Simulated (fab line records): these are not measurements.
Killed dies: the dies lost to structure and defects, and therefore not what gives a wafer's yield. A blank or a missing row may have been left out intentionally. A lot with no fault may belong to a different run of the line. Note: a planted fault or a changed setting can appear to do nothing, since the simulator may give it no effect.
A lot that was struck, set against a sound lot | flow n5_finfet | 15 steps out of a route of 1938
Sound: wafers L803.1, L803.5, L803.6. Struck: wafers L799.3, L799.5. (L799.1 of the same lot was not struck and is left out.) The cause comes at the end.
At each step with rows: each side's tool, then ch and its chambers, then its first start. Under that, the readings that differ: sound wafers | struck wafers | difference of the means | sigmas: that difference in standard deviations of wafers without a fault.
alike: readings with means less than 2 such deviations apart, plus words and numbers identical on both sides. not compared: withheld readings, readings lacking a value on some wafer, bounds such as >300 that could conceal the same value, and numbers that have no deviation in the record and whose values overlap.
A row with sigmas, a row that says differs or no value, or rows on one side alone: a step with any of these is where the two part. Numbers that don't overlap but have no deviation are shown without sigmas and don't part them. Lack of a reading on every wafer of one side parts them only where that side has two or more wafers.

first, 1 step without rows for these wafers: N5_BEOL_M0_SAQP_STRIP_80 (strips in N2/H2).
N5_BEOL_M0_SAQP_HM_OPEN_112: chemistry CHF3/O2, target SiO2, stops on a-Si, target depth 12 nm, time 13.5 s.
  sound on rie_diel-02 ch 0,1, day 9 16:49; struck on rie_diel-06 ch 0,2, day 8 17:47
  reading                         | sound          | struck    | difference | sigmas
  oes_o_777_au (a.u.)             | 0.98 0.98 0.75 | 0.74 0.68 | -0.19      | -3
  oes_product_au (a.u.)           | 0.64 0.64 0.49 | 0.48 0.43 | -0.14      | -2
  showerhead_plenum_p_Torr (Torr) | 2.54 2.54 2.49 | 2.30 2.36 | -0.19      | -2
  alike: drypump_motor_current_A, rf_vpp_V, throttle_valve_pct
  not compared: rf_hours_counter_h
then, 2 steps without rows for these wafers: N5_BEOL_M0_SAQP_STRIP_113 (strips in CHF3/O2); N5_BEOL_M0_SAQP_MANDREL_ETCH_20 (etches a-Si in HBr/Cl2, stops on SiNx, target depth 60 nm, bt time 10 s, time 30 s).
N5_BEOL_M0_SAQP_STRIP_86: strips in N2/H2.
  sound on rie_diel-02 ch 0,1, day 9 17:00; struck on rie_diel-06 ch 2, day 8 17:58
  alike: drypump_motor_current_A, oes_product_au, rf_vpp_V, showerhead_plenum_p_Torr, temp_c, throttle_valve_pct
  not compared: rf_hours_counter_h
then, 3 steps without rows for these wafers: N5_BEOL_M0_SAQP_STRIP_115 (strips in post etch residue remover, time 60 s); N5_BEOL_M0_SAQP_SRD_93 (time 30 s); N5_BEOL_M0_SAQP_RECESS_114 (chemistry HF/NH3, target SiO2, target depth 14.4 nm, afs cycles 3, sublimation time 60 s).
N5_BEOL_M0_SAQP_SPACER1_ALD_98: deposits SiO2, target thk 12.8 nm, pulse time 1 s, purge time 2 s.
  sound on ald_sin-02 ch 1,2,3, day 9 17:31; struck on ald_sin-01 ch 0,2, day 8 19:07
  alike: heater_power_w, precursor_pulse_height_rel
N5_BEOL_M0_SAQP_SPACER1_ETCHBACK_99: etches SiO2 in CHF3/O2, target depth 15.4 nm, time 7.7 s.
  sound on rie_diel-05 ch 0,3, day 9 17:59; struck on rie_diel-02 ch 1, day 8 19:35
  reading               | sound          | struck    | difference | sigmas
  oes_o_777_au (a.u.)   | 0.73 0.72 0.73 | 1.02 1.02 | +0.29      | +3
  oes_product_au (a.u.) | 0.72 0.72 0.72 | 1.03 1.01 | +0.30      | +3
  alike: drypump_motor_current_A, rf_vpp_V, showerhead_plenum_p_Torr, throttle_valve_pct
  not compared: rf_hours_counter_h
then, 1 step without rows for these wafers: N5_BEOL_M0_SAQP_MANDREL1_REMOVE_100 (chemistry HBr/Cl2/O2, target a-Si, stops on SiNx, bt time 10 s).
N5_BEOL_M0_SAQP_CD_MEAS_25: target cd 13.1 nm.
  sound on cd_sem-03 ch 0, day 9 18:11; struck on cd_sem-01 ch 0, day 8 19:47
  alike: cd_nm
N5_BEOL_M0_SAQP_ETCH_101: etches SiNx in CH3F/O2, target depth 29.9 nm, time 42.7 s.
  sound on rie_diel-05 ch 1,2,3, day 9 18:30; struck on rie_diel-02 ch 0,1, day 8 19:49
  reading                  | sound             | struck      | difference | sigmas
  oes_product_au (a.u.)    | 0.73 0.72 0.86    | 1.30 0.92   | +0.34      | +4
  model.etch.depth_nm (nm) | 29.63 29.74 30.29 | 43.68 41.37 | +12.64     |
  alike: CH3F_flow_sccm, drypump_motor_current_A, oes_o_777_au, rf_vpp_V, showerhead_plenum_p_Torr, throttle_valve_pct
  not compared: rf_hours_counter_h
N5_BEOL_M0_SAQP_ETCH_102: etches SiO2 in CF4, target depth 4 nm, time 4.4 s.
  sound on rie_si-06 ch 0,1, day 9 18:36; struck on rie_si-06 ch 0,2, day 8 19:56
  alike: drypump_motor_current_A, oes_product_au, throttle_valve_pct
  not compared: rf_hours_counter_h
-- the record jumps here: 2 days lie between the struck wafers' starts before and after (it left off in module BEOL_M0_SAQP and takes up again in module BEOL_M4, whose first step shown is number 1111 of the route) --
N5_BEOL_M4_RC_MEAS_101:
  sound on prober-02 ch 0, day 12 12:56; struck on prober-02 ch 0, day 11 07:49
  alike: DIBL_N, DIBL_P, IOFF_N, IOFF_P, ION_N, ION_P, SS_N, SS_P, VT_N, VT_P

## WHERE THEY PART
At N5_BEOL_M0_SAQP_HM_OPEN_112 first; at N5_BEOL_M0_SAQP_ETCH_101 last (within this record only). Later steps at which nothing parts them and some readings are alike: N5_BEOL_M0_SAQP_ETCH_102, N5_BEOL_M4_RC_MEAS_101.

WHY: the cause the simulator had injected
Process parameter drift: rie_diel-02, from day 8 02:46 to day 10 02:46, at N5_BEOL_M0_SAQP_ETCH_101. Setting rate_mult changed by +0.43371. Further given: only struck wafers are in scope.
